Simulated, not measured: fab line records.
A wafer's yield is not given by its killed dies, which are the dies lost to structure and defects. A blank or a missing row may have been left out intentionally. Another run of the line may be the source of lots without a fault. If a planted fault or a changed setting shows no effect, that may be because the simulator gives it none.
A struck lot beside a sound one	flow nandHarc	12 out of 1159 route steps
Sound: the wafers L313.2, L313.5, L313.6. Struck: wafers L310.1, L310.5, L310.6. Last of all comes the cause.
Order at every step that has rows: each side's tool, ch and its chambers, its first start. Under that, the readings that differ: sound wafers	struck wafers	difference of the means	sigmas: that difference in standard deviations of wafers without a fault.
alike: readings whose means differ by less than 2 such deviations, and words and numbers that are the same on both sides. not compared: withheld readings, readings that some wafer has no value for, bounds like >300 that may hide the same value, and numbers for which the record gives no deviation and whose values overlap.
The two part at a step that has a row with sigmas, a row that says differs or no value, or rows on one side only. When numbers do not overlap yet have no deviation, they are printed without sigmas and do not part them. A reading that every wafer of one side lacks parts them only if that side has two wafers or more.

first, 1 step without rows for these wafers: NHARC_A_CHANNEL_FILL_D1_SRD_12.
NHARC_A_CHANNEL_FILL_D1_RTA_24: time 5 s.
  sound on rtpAnneal-02 ch 0, day 14 21:43; struck on rtpAnneal-02 ch 0, day 14 06:53
  alike: lampPowerPct, lamp_zone_7_pct, wafer_temp_C_max
NHARC_A_CHANNEL_FILL_D1_INSPECT_13:
  sound on defectInspect-02, day 14 21:53; struck on defectInspect-02, day 14 07:04
reading	sound	struck	difference	sigmas
rawDefectCount	188 196 141	642 271 297	+228	+2
NHARC_A_STAIRCASE_DEP_156: deposits SiNx, target thk 50 nm.
  sound on pecvd-01 ch 0,1, day 14 22:01; struck on pecvd-02 ch 0,2, day 14 07:26
  alike: heaterPowerW, showerheadVppV
then, 7 steps without rows for these wafers: NHARC_A_STAIRCASE_DEHYDRATE_158 (time 120 s); NHARC_A_STAIRCASE_HMDS_159 (time 30 s); NHARC_A_STAIRCASE_COAT_160; NHARC_A_STAIRCASE_SOFTBAKE_161 (time 170 s); NHARC_A_STAIRCASE_EBR_162; NHARC_A_STAIRCASE_EXPOSE_163 (exposes mask STAIR OPEN); NHARC_A_STAIRCASE_PEB_164 (peb time 130 s).
NHARC_A_STAIRCASE_DEVELOP_165: time 140 s.
  struck on lithoTrack-02, day 14 07:00; sound on lithoTrack-03 ch 0, day 14 22:00
  no value came back on the struck wafers for chillPlateTempC (C), exhaustPa (Pa); on the sound wafers chillPlateTempC (C) reads 23.27 23.08 22.94

WHERE THEY PART
First at NHARC_A_CHANNEL_FILL_D1_INSPECT_13; last, within this record, at NHARC_A_STAIRCASE_DEVELOP_165.

WHY: what had been put in by the simulator
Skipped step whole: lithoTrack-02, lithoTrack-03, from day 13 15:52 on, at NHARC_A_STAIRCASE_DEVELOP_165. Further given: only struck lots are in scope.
